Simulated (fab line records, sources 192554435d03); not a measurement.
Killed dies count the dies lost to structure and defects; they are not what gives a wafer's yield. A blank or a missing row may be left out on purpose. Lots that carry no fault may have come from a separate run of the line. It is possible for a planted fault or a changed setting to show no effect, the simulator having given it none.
fab line records | flow n5_finfet | part 1 of 2: steps 1 to 4 of 6
[record] lots = 23 | wafers = 69 | last_day = 19
route steps=1938 shown BEOL_M0_SAQP@678 BEOL_M1@753
lots that met no fault: taken from a fault-free run of the same line
start_h: hours from the record's first day to the start of the lot's first wafer shown | wait_h: hours elapsed since this lot's preceding step | " the same as in the row above | L1.1+2: a row that stands for several wafers | - value missing, or start not given | * or withheld: withheld | < > ~ a bound
route shown NAME@n: NAME is a module with steps in the file, n the number in the route of the first one | usual: mean/standard deviation taken from wafers without a fault | same: alike in all rows | chamber/n: place in a boat | sites: per-site readings | _std_site: standard deviation across them | _edge_site: the outer-site mean with the inner-site mean subtracted | radius_mm: for every site, how far away it sits from the centre of the wafer | mask NAME#n: copy n | behind: the most recent tool/chamber to have shaped the wafer | hold: reason for holding the lot/hours on hold/outcome of the hold | device: which transistor (n, p or np) failed to switch | end of line: tests of these same wafers at the route's end | a step given without rows: its recipe and nothing more | killed: not the wafer's yield, but the dies lost to structure and defects at the first sort | map: shows each die of a wafer: x if killed, . if not, _ if none is there
set.NAME: the setting as run; set.NAME@STEP: as run at that earlier step | model.NAME: the simulator's own value behind a step, which no gauge read
the route's steps for a sample of lots (tables are steps, rows are wafers)
services: a tool's chamber out of use, with start hour (start_h, from the record's first day; less than 0 if before it), hours out, and reason
[[steps]]
[step N5_BEOL_M0_SAQP_MANDREL2_REMOVE_110]
[recipe] chemistry = HBr/Cl2/O2 | bt_time_s = 10 | target = a-Si | stop_on = SiCN | endpoint = OES-SiCl | over_etch_frac = 1 | icp_w = 600 | bias_w = 30 | HBr_flow_sccm = 150 | Cl2_flow_sccm = 80 | O2_flow_sccm = 5 | pressure_mtorr = 10
[usual] HBr_flow_sccm = 149.9/0.43 | O2_flow_sccm = 5.002/0.015 | drypump_motor_current_A = 5.8/0.51 | oes_product_au = 0.996/0.013 | throttle_valve_pct = 36.72/0.27
lot.wafer | tool      | chamber | start_h | wait_h | HBr_flow_sccm | O2_flow_sccm | drypump_motor_current_A | oes_product_au | rf_hours_counter_h | throttle_valve_pct
L074.2    | rie_si-03 | 3       | 109.62  | 0.1    | 150.0         | 5.011        | 6.3                     | 0.988          | 81                 | 36.91
L074.3    | "         | 1       | "       | "      | 150.2         | 5.003        | 5.2                     | 0.985          | 70                 | 36.50
L074.6    | "         | 3       | "       | "      | 149.5         | 4.995        | 6.3                     | 0.984          | -                  | 36.93
L075.1    | rie_si-02 | 0       | 119.59  | 0.1    | 149.6         | 4.996        | 5.7                     | 1.004          | 74                 | 36.76
L075.2    | "         | 2       | "       | "      | 149.8         | 4.994        | 6.5                     | 0.977          | 23                 | 36.86
L075.5    | "         | 1       | "       | "      | 150.4         | 5.015        | 5.1                     | 0.992          | -                  | 37.24
L076.2    | rie_si-03 | 3       | 122.25  | 0.1    | 150.2         | 5.028        | 6.3                     | 0.976          | 81                 | 36.90
L076.5    | "         | 1       | "       | "      | 149.8         | 4.967        | 5.2                     | 0.989          | -                  | 36.50
L076.6    | "         | 0       | "       | "      | 150.1         | 4.983        | 6.4                     | 0.995          | -                  | 36.86
L077.1    | rie_si-03 | 1       | 129.81  | 0.1    | 150.8         | 5.013        | 5.2                     | 0.989          | 70                 | 36.50
L077.5    | "         | 1       | "       | "      | 150.0         | 5.011        | 5.2                     | 0.993          | -                  | 36.49
L077.6    | "         | 2       | "       | "      | 149.9         | 5.033        | 6.1                     | 0.989          | -                  | 36.58
L078.1    | rie_si-03 | 0       | 134.22  | 0.1    | 150.1         | 5.002        | 6.4                     | 0.996          | 190                | 36.86
L078.3    | "         | 1       | "       | "      | 149.6         | 5.022        | 5.2                     | 0.994          | 70                 | 36.49
L078.6    | "         | 3       | "       | "      | 150.0         | 5.020        | 6.3                     | 0.980          | -                  | 36.90
L079.3    | rie_si-03 | 1       | 141.02  | 0.1    | 150.5         | 4.998        | 5.2                     | 0.988          | 70                 | 36.50
L079.4    | "         | 3       | "       | "      | 150.3         | 5.001        | 6.3                     | 0.988          | 82                 | 36.92
L079.6    | "         | 3       | "       | "      | 149.9         | 4.981        | 6.3                     | 0.980          | -                  | 36.94
L080.3    | rie_si-02 | 1       | 148.59  | 0.1    | 149.9         | 5.022        | 5.1                     | 1.009          | 94                 | 37.26
L080.4    | "         | 2       | "       | "      | 150.0         | 5.012        | 6.5                     | 0.994          | 23                 | 36.86
L080.5    | "         | 0       | "       | "      | 149.6         | 5.043        | 5.7                     | 1.009          | -                  | 36.75
L081.2    | rie_si-03 | 3       | 155.48  | 0.1    | 150.3         | 5.041        | 6.3                     | 1.006          | 82                 | 36.92
L081.4    | "         | 2       | "       | "      | 149.2         | 5.009        | 6.1                     | 0.999          | 14                 | 36.58
L081.5    | "         | 3       | "       | "      | 149.9         | 5.025        | 6.4                     | 0.988          | -                  | 36.91
L083.3    | rie_si-03 | 0       | 161.40  | 0.1    | 149.5         | 5.003        | 6.4                     | 0.996          | 190                | 36.86
L083.5    | "         | 2       | "       | "      | 150.2         | 5.028        | 6.1                     | 0.988          | -                  | 36.58
L083.6    | "         | 3       | "       | "      | 149.9         | 4.998        | 6.3                     | 0.994          | -                  | 36.93
L084.2    | rie_si-02 | 3       | 176.31  | 0.1    | 150.1         | 5.009        | 5.8                     | 1.002          | 150                | 36.73
L084.4    | "         | 2       | "       | "      | 150.2         | 5.005        | 6.5                     | 0.988          | 24                 | 36.87
L084.6    | "         | 0       | "       | "      | 150.0         | 5.016        | 5.7                     | 1.011          | -                  | 36.75
L085.3    | rie_si-02 | 1       | 180.54  | 0.1    | 149.8         | 5.003        | 5.1                     | 0.998          | 94                 | 37.26
L085.4    | "         | 3       | "       | "      | 149.8         | 4.996        | 5.9                     | 1.004          | 150                | 36.71
L085.5    | "         | 0       | "       | "      | 150.5         | 5.010        | 5.7                     | 1.015          | -                  | 36.76
L087.1    | rie_si-03 | 3       | 214.11  | 0.1    | 149.4         | 5.002        | 6.3                     | 0.986          | 83                 | 36.91
L087.2    | "         | 1       | "       | "      | 149.7         | 5.029        | 5.2                     | 1.001          | 72                 | 36.49
L087.3    | "         | 2       | "       | "      | 150.0         | 4.996        | 6.1                     | 1.001          | 15                 | 36.57
L086.3    | rie_si-06 | 3       | 221.07  | 0.1    | 151.1         | 4.997        | 5.2                     | 0.995          | 77                 | 36.61
L086.4    | "         | 0       | "       | "      | 149.6         | 4.986        | 5.6                     | 0.979          | 79                 | 36.11
L086.6    | "         | 1       | "       | "      | 149.9         | 4.993        | 5.4                     | 1.020          | -                  | 36.94
L089.1    | rie_si-06 | 1       | 221.86  | 0.1    | 150.1         | 4.985        | 5.4                     | 1.013          | 73                 | 36.94
L089.2    | "         | 3       | "       | "      | 149.6         | 4.993        | 5.2                     | 0.979          | 77                 | 36.59
L089.3    | "         | 0       | "       | "      | 149.4         | 5.000        | 5.5                     | 0.971          | 79                 | 36.12
L090.3    | rie_si-03 | 1       | 222.31  | 0.1    | 149.7         | 4.989        | 5.2                     | 1.004          | 72                 | 36.52
L090.4    | "         | 1       | "       | "      | 149.5         | 4.981        | 5.2                     | 1.001          | -                  | 36.50
L090.6    | "         | 2       | "       | "      | 150.1         | 5.021        | 6.1                     | 1.007          | -                  | 36.57
L088.1    | rie_si-03 | 1       | 223.05  | 0.1    | 149.4         | 4.988        | 5.2                     | 1.010          | 72                 | 36.48
L088.4    | "         | 2       | "       | "      | 150.3         | 4.983        | 6.1                     | 1.012          | -                  | 36.58
L088.6    | "         | 1       | "       | "      | 149.9         | 5.004        | 5.2                     | 1.003          | -                  | 36.49
L093.1    | rie_si-06 | 1       | 244.64  | 0.1    | 149.7         | 4.975        | 5.5                     | 1.021          | 73                 | 36.95
L093.5    | "         | 3       | "       | "      | 149.8         | 5.002        | 5.2                     | 0.990          | -                  | 36.59
L093.6    | "         | 0       | "       | "      | 150.0         | 4.992        | 5.5                     | 0.979          | -                  | 36.08
L091.2    | rie_si-03 | 3       | 248.93  | 0.1    | 149.9         | 4.980        | 6.3                     | 0.970          | 83                 | 36.92
L091.4    | "         | 0       | "       | "      | 150.2         | 5.002        | 6.4                     | 0.985          | 1                  | 36.95
L091.6    | "         | 3       | "       | "      | 150.5         | 4.989        | 6.3                     | 0.984          | -                  | 36.91
L094.2    | rie_si-06 | 0       | 251.55  | 0.1    | 150.5         | 4.993        | 5.5                     | 0.983          | 80                 | 36.09
L094.3    | "         | 1       | "       | "      | 149.6         | 5.027        | 5.4                     | 1.014          | 73                 | 36.94
L094.6    | "         | 0       | "       | "      | 150.5         | 4.987        | 5.5                     | 0.990          | -                  | 36.11
L095.2    | rie_si-02 | 3       | 251.75  | 0.1    | 150.2         | 5.027        | 5.9                     | 1.013          | 151                | 36.73
L095.3    | "         | 2       | "       | "      | 150.7         | 5.001        | 6.5                     | 0.979          | 25                 | 36.85
L095.4    | "         | 1       | "       | "      | 149.9         | 5.006        | 5.1                     | 0.989          | 95                 | 37.25
L092.4    | rie_si-02 | 3       | 252.81  | 0.1    | 149.6         | 4.974        | 5.9                     | 1.009          | 151                | 36.75
L092.5    | "         | 2       | "       | "      | 150.0         | 4.975        | 6.5                     | 0.985          | -                  | 36.87
L092.6    | "         | 1       | "       | "      | 150.7         | 4.997        | 5.1                     | 0.991          | -                  | 37.25
L096.1    | rie_si-03 | 3       | 253.05  | 0.1    | 149.3         | 5.009        | 6.3                     | 0.976          | 84                 | 36.93
L096.3    | "         | 0       | "       | "      | 150.3         | 5.007        | 6.4                     | 0.984          | 1                  | 36.94
L096.5    | "         | 0       | "       | "      | 150.0         | 4.998        | 6.4                     | 0.976          | -                  | 36.93
L097.1    | rie_si-02 | 1       | 264.95  | 0.1    | 149.9         | 5.006        | 5.1                     | 1.000          | 96                 | 37.26
L097.2    | "         | 0       | "       | "      | 149.4         | 4.998        | 5.7                     | 1.006          | 77                 | 36.74
L097.3    | "         | 2       | "       | "      | 149.9         | 4.988        | 6.5                     | 0.986          | 25                 | 36.84
[step N5_BEOL_M0_SAQP_OVL_MEAS_41]
[recipe] points_per_wafer = 522
[usual] M0_CUT1_OVL = 0.4/0.92
lot.wafer | tool       | chamber | start_h | wait_h | M0_CUT1_OVL[nm]
L074.2    | overlay-02 | 0       | 110.19  | 0.0    | -0.4
L074.3    | "          | 0       | "       | "      | -0.7
L074.6    | "          | 0       | "       | "      | -0.7
L075.1    | overlay-01 | 0       | 120.04  | 0.0    | 0.2
L075.2    | "          | 0       | "       | "      | -0.3
L075.5    | "          | 0       | "       | "      | 1.3
L076.2    | overlay-01 | 0       | 122.70  | 0.0    | 1.4
L076.5    | "          | 0       | "       | "      | 1.5
L076.6    | "          | 0       | "       | "      | 1.0
L077.1    | overlay-01 | 0       | 130.38  | 0.0    | 1.0
L077.5    | "          | 0       | "       | "      | 1.3
L077.6    | "          | 0       | "       | "      | 0.7
L078.1    | overlay-01 | 0       | 134.81  | 0.0    | 2.2
L078.3    | "          | 0       | "       | "      | 2.1
L078.6    | "          | 0       | "       | "      | 0.9
L079.3    | overlay-02 | 0       | 141.48  | 0.0    | 0.7
L079.4    | "          | 0       | "       | "      | 0.5
L079.6    | "          | 0       | "       | "      | 1.7
L080.3    | overlay-01 | 0       | 149.05  | 0.0    | 1.4
L080.4    | "          | 0       | "       | "      | -0.4
L080.5    | "          | 0       | "       | "      | 1.3
L081.2    | overlay-01 | 0       | 155.94  | 0.0    | 1.3
L081.4    | "          | 0       | "       | "      | 1.6
L081.5    | "          | 0       | "       | "      | 0.2
L083.3    | overlay-01 | 0       | 161.86  | 0.0    | 0.7
L083.5    | "          | 0       | "       | "      | 2.0
L083.6    | "          | 0       | "       | "      | 0.7
L084.2    | overlay-02 | 0       | 176.76  | 0.0    | -0.2
L084.4    | "          | 0       | "       | "      | 0.2
L084.6    | "          | 0       | "       | "      | -0.3
L085.3    | overlay-02 | 0       | 181.00  | 0.0    | -0.2
L085.4    | "          | 0       | "       | "      | 0.9
L085.5    | "          | 0       | "       | "      | -0.2
L087.1    | overlay-01 | 0       | 214.69  | 0.0    | 1.5
L087.2    | "          | 0       | "       | "      | 1.6
L087.3    | "          | 0       | "       | "      | 0.6
L086.3    | overlay-02 | 0       | 221.53  | 0.0    | -0.5
L086.4    | "          | 0       | "       | "      | -0.7
L086.6    | "          | 0       | "       | "      | -1.9
L089.1    | overlay-01 | 0       | 222.30  | 0.0    | 1.0
L089.2    | "          | 0       | "       | "      | 0.3
L089.3    | "          | 0       | "       | "      | 1.6
L090.3    | overlay-01 | 0       | 222.77  | 0.0    | 2.0
L090.4    | "          | 0       | "       | "      | 0.9
L090.6    | "          | 0       | "       | "      | 0.2
L088.1    | overlay-02 | 0       | 223.62  | 0.0    | 1.1
L088.4    | "          | 0       | "       | "      | 0.5
L088.6    | "          | 0       | "       | "      | -0.7
L093.1    | overlay-02 | 0       | 245.21  | 0.0    | 0.2
L093.5    | "          | 0       | "       | "      | 0.3
L093.6    | "          | 0       | "       | "      | 1.5
L091.2    | overlay-01 | 0       | 249.39  | 0.0    | -0.3
L091.4    | "          | 0       | "       | "      | -0.2
L091.6    | "          | 0       | "       | "      | 0.7
L094.2    | overlay-02 | 0       | 252.13  | 0.0    | 0.0
L094.3    | "          | 0       | "       | "      | -1.0
L094.6    | "          | 0       | "       | "      | -1.4
L095.2    | overlay-01 | 0       | 252.21  | 0.0    | 1.2
L095.3    | "          | 0       | "       | "      | 0.2
L095.4    | "          | 0       | "       | "      | 0.3
L092.4    | overlay-02 | 0       | 253.40  | 0.0    | 0.5
L092.5    | "          | 0       | "       | "      | -0.9
L092.6    | "          | 0       | "       | "      | 0.2
L096.1    | overlay-02 | 0       | 253.50  | 0.0    | 0.2
L096.3    | "          | 0       | "       | "      | -0.2
L096.5    | "          | 0       | "       | "      | 1.1
L097.1    | overlay-01 | 0       | 265.53  | 0.0    | 0.1
L097.2    | "          | 0       | "       | "      | -0.1
L097.3    | "          | 0       | "       | "      | 1.2
[step N5_BEOL_M1_PECVD_72]
[recipe] material = SiO2 | target_thk_a = 160 | temp_c = 400 | precursor = TEOS/O2 | pressure_torr = 5.5 | rf_w = 450 | teos_flow_sccm = 53.8 | gas = O2 | flow_sccm = 3000 | time_s = 18
[usual] heater_power_w = 709/110 | showerhead_plenum_p_Torr = 8.81/0.051 | susceptor_temp_C = 400.02/0.21 | throttle_valve_pct = 22.4/1.1
lot.wafer | tool     | chamber | start_h | wait_h | heater_power_w | showerhead_plenum_p_Torr | susceptor_temp_C | throttle_valve_pct
L074.2    | pecvd-02 | 1       | 119.14  | 0.0    | 733            | 8.80                     | 400.00           | 22.5
L074.3    | "        | 0       | "       | "      | 581            | 8.81                     | 400.12           | 23.6
L074.6    | "        | 0       | "       | "      | 579            | 8.82                     | 400.18           | 23.2
L076.2    | pecvd-04 | 0       | 128.45  | 0.0    | 839            | 8.64                     | 400.48           | 24.8
L076.5    | "        | 2       | "       | "      | 786            | 8.83                     | 400.15           | 21.8
L076.6    | "        | 0       | "       | "      | 884            | 8.67                     | 400.42           | 25.0
L075.1    | pecvd-03 | 1       | 128.69  | 0.0    | 691            | 8.83                     | 400.06           | 21.6
L075.2    | "        | 2       | "       | "      | 606            | 8.88                     | 399.92           | 22.8
L075.5    | "        | 2       | "       | "      | 614            | 8.86                     | 399.88           | 22.6
L077.1    | pecvd-04 | 1       | 138.68  | 0.0    | 751            | 8.87                     | 399.97           | 23.3
L077.5    | "        | 0       | "       | "      | 969            | 8.68                     | 400.26           | 25.0
L077.6    | "        | 1       | "       | "      | 764            | 8.88                     | 400.20           | 23.4
L078.1    | pecvd-04 | 2       | 144.26  | 0.0    | 757            | 8.81                     | 400.05           | 21.6
L078.3    | "        | 0       | "       | "      | 852            | 8.65                     | 399.72           | 25.1
L078.6    | "        | 0       | "       | "      | 861            | 8.66                     | 399.90           | 25.1
L079.3    | pecvd-02 | 2       | 148.79  | 0.0    | 659            | 8.78                     | 400.26           | 21.0
L079.4    | "        | 1       | "       | "      | 845            | 8.81                     | 399.83           | 22.3
L079.6    | "        | 2       | "       | "      | 654            | 8.81                     | 400.14           | 21.4
L080.3    | pecvd-04 | 1       | 157.03  | 0.0    | 869            | 8.88                     | 400.04           | 23.3
L080.4    | "        | 1       | "       | "      | 859            | 8.85                     | 400.05           | 23.5
L080.5    | "        | 0       | "       | "      | 927            | 8.64                     | 400.24           | 25.1
L081.2    | pecvd-02 | 2       | 164.06  | 0.0    | 567            | 8.78                     | 399.88           | 20.9
L081.4    | "        | 1       | "       | "      | 880            | 8.80                     | 400.36           | 22.2
L081.5    | "        | 0       | "       | "      | 609            | 8.81                     | 400.19           | 23.6
L083.3    | pecvd-02 | 2       | 176.58  | 0.0    | 648            | 8.80                     | 400.00           | 21.1
L083.5    | "        | 2       | "       | "      | 674            | 8.82                     | 400.19           | 21.3
L083.6    | "        | 0       | "       | "      | 604            | 8.84                     | 399.80           | 23.5
L084.2    | pecvd-04 | 1       | 183.19  | 0.0    | 702            | 8.84                     | 399.71           | 23.3
L084.4    | "        | 1       | "       | "      | 710            | 8.85                     | 400.03           | 23.5
L084.6    | "        | 0       | "       | "      | 828            | 8.65                     | 399.80           | 25.0
L085.3    | pecvd-02 | 1       | 186.86  | 0.0    | 814            | 8.80                     | 400.27           | 22.7
L085.4    | "        | 2       | "       | "      | 637            | 8.79                     | 400.05           | 21.0
L085.5    | "        | 0       | "       | "      | 552            | 8.84                     | 400.10           | 23.5
L087.1    | pecvd-02 | 0       | 219.98  | 0.0    | 653            | 8.81                     | 399.84           | 23.6
L087.2    | "        | 1       | "       | "      | 857            | 8.82                     | 400.04           | 22.5
L087.3    | "        | 2       | "       | "      | 604            | 8.79                     | 400.15           | 21.1
L086.3    | pecvd-02 | 0       | 226.93  | 0.0    | 610            | 8.82                     | 400.16           | 23.7
L086.4    | "        | 0       | "       | "      | 587            | 8.81                     | 399.82           | 23.7
L086.6    | "        | 2       | "       | "      | 603            | 8.76                     | 400.26           | 21.0
L089.1    | pecvd-03 | 0       | 228.87  | 0.0    | 581            | 8.83                     | 399.73           | 21.7
L089.2    | "        | 1       | "       | "      | 790            | 8.82                     | 399.97           | 21.8
L089.3    | "        | 0       | "       | "      | 599            | 8.83                     | 399.98           | 21.9
L088.1    | pecvd-03 | 1       | 232.26  | 0.0    | 830            | 8.83                     | 399.97           | 21.9
L088.4    | "        | 1       | "       | "      | 804            | 8.81                     | 400.03           | 21.8
L088.6    | "        | 1       | "       | "      | 811            | 8.84                     | 399.69           | 21.6
L090.3    | pecvd-02 | 0       | 232.71  | 0.0    | 571            | 8.80                     | 399.75           | 23.8
L090.4    | "        | 2       | "       | "      | 589            | 8.80                     | 400.21           | 21.5
L090.6    | "        | 1       | "       | "      | 780            | 8.79                     | 400.18           | 22.3
L093.1    | pecvd-03 | 0       | 253.30  | 0.0    | 578            | 8.82                     | 400.40           | 21.9
L093.5    | "        | 1       | "       | "      | 783            | 8.83                     | 400.11           | 21.7
L093.6    | "        | 0       | "       | "      | 577            | 8.83                     | 400.03           | 21.9
L091.2    | pecvd-02 | 2       | 257.62  | 0.0    | 651            | 8.78                     | 400.13           | 21.4
L091.4    | "        | 1       | "       | "      | 832            | 8.81                     | 399.87           | 22.7
L091.6    | "        | 0       | "       | "      | 595            | 8.83                     | 400.09           | 23.5
L094.2    | pecvd-04 | 2       | 258.21  | 0.0    | 784            | 8.84                     | 400.03           | 22.0
L094.3    | "        | 0       | "       | "      | 915            | 8.64                     | 400.11           | 25.0
L094.6    | "        | 1       | "       | "      | 743            | 8.87                     | 399.79           | 23.4
L095.2    | pecvd-03 | 0       | 258.67  | 0.0    | 606            | 8.81                     | 400.08           | 22.0
L095.3    | "        | 1       | "       | "      | 769            | 8.82                     | 399.65           | 21.6
L095.4    | "        | 0       | "       | "      | 602            | 8.82                     | 400.06           | 21.9
L092.4    | pecvd-03 | 2       | 259.26  | 0.1    | 683            | 8.83                     | 400.32           | 20.7
L092.5    | "        | 0       | "       | "      | 616            | 8.80                     | 399.77           | 21.9
L092.6    | "        | 1       | "       | "      | 644            | 8.81                     | 399.84           | 21.6
L096.1    | pecvd-03 | 2       | 259.36  | 0.0    | 582            | 8.83                     | 399.71           | 20.5
L096.3    | "        | 1       | "       | "      | 787            | 8.81                     | 399.82           | 21.6
L096.5    | "        | 1       | "       | "      | 802            | 8.82                     | 399.79           | 22.0
L097.1    | pecvd-02 | 2       | 271.71  | 0.0    | 633            | 8.79                     | 399.95           | 21.2
L097.2    | "        | 1       | "       | "      | 811            | 8.82                     | 400.16           | 22.3
L097.3    | "        | 0       | "       | "      | 627            | 8.82                     | 400.53           | 23.8
[step N5_BEOL_M1_CD_MEAS_11]
[recipe] target_cd_nm = 17.05 | landing_energy_ev = 500 | detector = se_inlens | polarity = opening
[usual] cd_nm = 17.05/0.23
lot.wafer | tool      | chamber | start_h | wait_h | cd_nm
L074.2    | cd_sem-03 | 0       | 120.75  | -      | 17.14
L074.3    | "         | 0       | "       | "      | 17.06
L074.6    | "         | 0       | "       | "      | 16.90
L076.2    | cd_sem-02 | 0       | 129.58  | -      | 17.17
L076.5    | "         | 0       | "       | "      | 17.04
L076.6    | "         | 0       | "       | "      | 17.35
L075.1    | cd_sem-02 | 0       | 129.93  | -      | 16.95
L075.2    | "         | 0       | "       | "      | 16.99
L075.5    | "         | 0       | "       | "      | 16.78
L077.1    | cd_sem-01 | 0       | 139.63  | -      | 17.11
L077.5    | "         | 0       | "       | "      | 17.03
L077.6    | "         | 0       | "       | "      | 17.49
L078.1    | cd_sem-01 | 0       | 145.02  | -      | 16.76
L078.3    | "         | 0       | "       | "      | 16.82
L078.6    | "         | 0       | "       | "      | 16.86
L079.3    | cd_sem-02 | 0       | 152.24  | -      | 17.08
L079.4    | "         | 0       | "       | "      | 16.96
L079.6    | "         | 0       | "       | "      | 16.73
L080.3    | cd_sem-02 | 0       | 157.90  | -      | 16.91
L080.4    | "         | 0       | "       | "      | 16.95
L080.5    | "         | 0       | "       | "      | 17.32
L081.2    | cd_sem-02 | 0       | 166.22  | -      | 16.99
L081.4    | "         | 0       | "       | "      | 17.31
L081.5    | "         | 0       | "       | "      | 17.00
L083.3    | cd_sem-01 | 0       | 177.15  | -      | 16.96
L083.5    | "         | 0       | "       | "      | 16.95
L083.6    | "         | 0       | "       | "      | 16.91
L084.2    | cd_sem-02 | 0       | 184.41  | -      | 16.99
L084.4    | "         | 0       | "       | "      | 16.84
L084.6    | "         | 0       | "       | "      | 17.15
L085.3    | cd_sem-02 | 0       | 189.60  | -      | 16.92
L085.4    | "         | 0       | "       | "      | 16.94
L085.5    | "         | 0       | "       | "      | 16.76
L087.1    | cd_sem-01 | 0       | 220.55  | -      | 17.51
L087.2    | "         | 0       | "       | "      | 16.90
L087.3    | "         | 0       | "       | "      | 17.43
L086.3    | cd_sem-02 | 0       | 228.37  | -      | 16.71
L086.4    | "         | 0       | "       | "      | 16.86
L086.6    | "         | 0       | "       | "      | 17.52
L089.1    | cd_sem-03 | 0       | 229.87  | -      | 16.96
L089.2    | "         | 0       | "       | "      | 17.19
L089.3    | "         | 0       | "       | "      | 17.25
L088.1    | cd_sem-01 | 0       | 232.86  | -      | 17.05
L088.4    | "         | 0       | "       | "      | 16.90
L088.6    | "         | 0       | "       | "      | 17.26
L090.3    | cd_sem-02 | 0       | 233.58  | -      | 16.92
L090.4    | "         | 0       | "       | "      | 17.27
L090.6    | "         | 0       | "       | "      | 17.22
L093.1    | cd_sem-03 | 0       | 253.84  | -      | 16.79
L093.5    | "         | 0       | "       | "      | 17.15
L093.6    | "         | 0       | "       | "      | 16.95
L091.2    | cd_sem-03 | 0       | 258.66  | -      | 17.44
L091.4    | "         | 0       | "       | "      | 17.38
L091.6    | "         | 0       | "       | "      | 16.87
L094.2    | cd_sem-03 | 0       | 259.35  | -      | 17.35
L094.3    | "         | 0       | "       | "      | 17.13
L094.6    | "         | 0       | "       | "      | 17.45
L095.2    | cd_sem-03 | 0       | 259.59  | -      | 16.81
L095.3    | "         | 0       | "       | "      | 17.28
L095.4    | "         | 0       | "       | "      | 16.75
L092.4    | cd_sem-01 | 0       | 259.99  | -      | 16.89
L092.5    | "         | 0       | "       | "      | 16.99
L092.6    | "         | 0       | "       | "      | 17.23
L096.1    | cd_sem-02 | 0       | 260.15  | -      | 17.01
L096.3    | "         | 0       | "       | "      | 17.15
L096.5    | "         | 0       | "       | "      | 17.24
L097.1    | cd_sem-01 | 0       | 272.32  | -      | 17.11
L097.2    | "         | 0       | "       | "      | 17.22
L097.3    | "         | 0       | "       | "      | 17.10
